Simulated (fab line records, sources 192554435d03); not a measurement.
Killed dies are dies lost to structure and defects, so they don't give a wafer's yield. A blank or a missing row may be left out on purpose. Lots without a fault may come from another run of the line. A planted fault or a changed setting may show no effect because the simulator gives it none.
Split-lot experiment | flow n5_finfet | 7 lots, 21 wafers read, on a route of 1938 steps

THE SPLIT
At N5_PASSIVATION_EXPOSE_27 (exposes mask PAD, defocus 0 nm), the setting dose_mj was moved away from the recipe's 32.3 on 6 of the 21 wafers read, by -3.3% to +5.3%. The other wafers ran this setting at the recipe's value.

FROM THE SPLIT TO THE READING: what the file shows between them, 3 steps
- N5_PASSIVATION_PEB_28
- N5_PASSIVATION_DEVELOP_29: develop time 60 s
- N5_PASSIVATION_HARDBAKE_31: time 120 s

THE READING
cd_nm, in nm, at N5_PASSIVATION_CD_MEAS_30 (target cd 4000 nm). Fault-free wafers of this fab line usually give 4000.6 nm, standard deviation 1.5 nm.

wafer  | tool, chamber at the split | dose_mj as run | against the recipe | cd_nm, nm | against lot-mates on the recipe
L075.2 | krf_scanner-02, 0          | 32.3           | recipe             | 4002.3    | -
L075.4 | krf_scanner-02, 0          | 33.52          | +3.8%              | 4009.0    | +6.1
L075.6 | krf_scanner-02, 0          | 32.3           | recipe             | 4003.4    | -
L074.3 | krf_scanner-02, 0          | 34.02          | +5.3%              | 4011.1    | +8.8
L074.5 | krf_scanner-02, 0          | 34.02          | +5.3%              | 4009.2    | +6.9
L074.6 | krf_scanner-02, 0          | 32.3           | recipe             | 4002.3    | -
L077.2 | krf_scanner-01, 0          | 32.3           | recipe             | 4002.9    | -
L077.3 | krf_scanner-01, 0          | 31.24          | -3.3%              | 3993.3    | -9.6
L077.4 | krf_scanner-01, 0          | 31.24          | -3.3%              | 3995.4    | -7.5
L079.1 | krf_scanner-01, 0          | 32.3           | recipe             | 4002.8    | -
L079.2 | krf_scanner-01, 0          | 32.3           | recipe             | 4001.2    | -
L079.6 | krf_scanner-01, 0          | 32.3           | recipe             | 4001.6    | -
L085.2 | krf_scanner-01, 0          | 32.3           | recipe             | 4000.0    | -
L085.5 | krf_scanner-01, 0          | 32.3           | recipe             | 4000.0    | -
L085.6 | krf_scanner-01, 0          | 32.3           | recipe             | 3998.9    | -
L089.1 | krf_scanner-01, 0          | 32.3           | recipe             | 3999.4    | -
L089.3 | krf_scanner-01, 0          | 32.3           | recipe             | 3999.0    | -
L089.6 | krf_scanner-01, 0          | 31.41          | -2.8%              | 3995.8    | -3.4
L097.1 | krf_scanner-02, 0          | 32.3           | recipe             | 3999.5    | -
L097.2 | krf_scanner-02, 0          | 32.3           | recipe             | 4000.0    | -
L097.4 | krf_scanner-02, 0          | 32.3           | recipe             | 4000.2    | -

THE FIT
A straight line over all 21 wafers: cd_nm changes by +1.86 nm for each +1% of dose_mj; r = +0.95; the points scatter about the line by 1.4 nm.
The same after taking each lot's own level away (the mean of its wafers on the recipe; 21 wafers): +1.74 nm for each +1%; r = +0.96; scatter 1.2 nm.
On that fit, the largest move of dose_mj shifts the reading by 9.3 nm.
The lots' own levels span 3999.20 to 4002.90 nm, that is 2.5 times the standard deviation above.
So the lot-to-lot level changes the slope little: the two slopes agree.
Check: with one of the wafers moved furthest among these (+5.3%) left out of the fit, the line predicts +8.95 nm for it against its lot-mates. It came out at +8.8 nm against them.

OTHER SPLITS ON THESE WAFERS
These wafers also went through other splits before the reading. Each is held against what the fit with the lots' levels taken away leaves over:
other split on the same wafers     | wafers away from the commonest value | r with cd_nm (lot level and that fit taken away)
N5_MIM_BOT_LITHO_EXPOSE_05 dose_mj | 8                                    | -0.09

THE FILE'S OWN FIT
cd_nm changes by +1.68 nm for each +1% of dose_mj, r = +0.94.
